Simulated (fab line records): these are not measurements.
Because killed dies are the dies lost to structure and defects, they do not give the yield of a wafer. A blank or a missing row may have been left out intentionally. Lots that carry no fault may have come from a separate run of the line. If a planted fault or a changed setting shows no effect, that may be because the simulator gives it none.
Chamber matching | flow n5 finfet | rie diel-06 running N5_DUMMY_GATE_ETCH_31: 4 sister chambers
The step etches SiO2 in C4F6/O2, target depth 82.5 nm, time 27.5 s. 4 wafers are shown with their chamber, then 11 later ones without.

## WAFERS PAIRED WITH THEIR CHAMBERS
wafer  | chamber | showerhead plenum p Torr (Torr)
L085.1 | 1       | 2.75
L086.2 | 3       | 2.74
L086.5 | 2       | 2.94
L088.2 | 0       | 2.80

## WAFERS MISSING THEIR CHAMBER
wafer  | showerhead plenum p Torr (Torr)
L088.3 | 2.74
L088.6 | 2.74
L091.2 | 2.94
L091.5 | 2.73
L091.6 | 2.94
L093.2 | 2.79
L093.4 | 2.73
L093.6 | 2.73
L094.1 | 2.79
L094.3 | 2.93
L094.4 | 2.73

## EACH ONE'S CHAMBER
wafer  | from the rows above     | in truth
L088.3 | can't be placed: 3 or 1 | 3
L088.6 | can't be placed: 3 or 1 | 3
L091.2 | 2                       | 2
L091.5 | can't be placed: 3 or 1 | 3
L091.6 | 2                       | 2
L093.2 | 0                       | 0
L093.4 | can't be placed: 3 or 1 | 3
L093.6 | can't be placed: 3 or 1 | 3
L094.1 | 0                       | 0
L094.3 | 2                       | 2
L094.4 | can't be placed: 3 or 1 | 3
Correctly placed: 5 of 11. Unplaceable from these rows: 6, with the true chamber sitting among the candidates in 6. Placed wrongly: 0.
How it was worked out, from the rows above alone: a wafer's distance from a chamber is the root of the sum, over the readings, of the square of ((its reading less the chamber's mean) divided by the reading's scatter). If the next closest chamber is less than 2 further off than the closest, the wafer can't be placed; otherwise it belongs to the closest. Each chamber's mean is taken over the wafers shown for it. The scatter: root of mean squared gap, hidden wafer to nearest shown wafer, with one shown wafer a chamber.
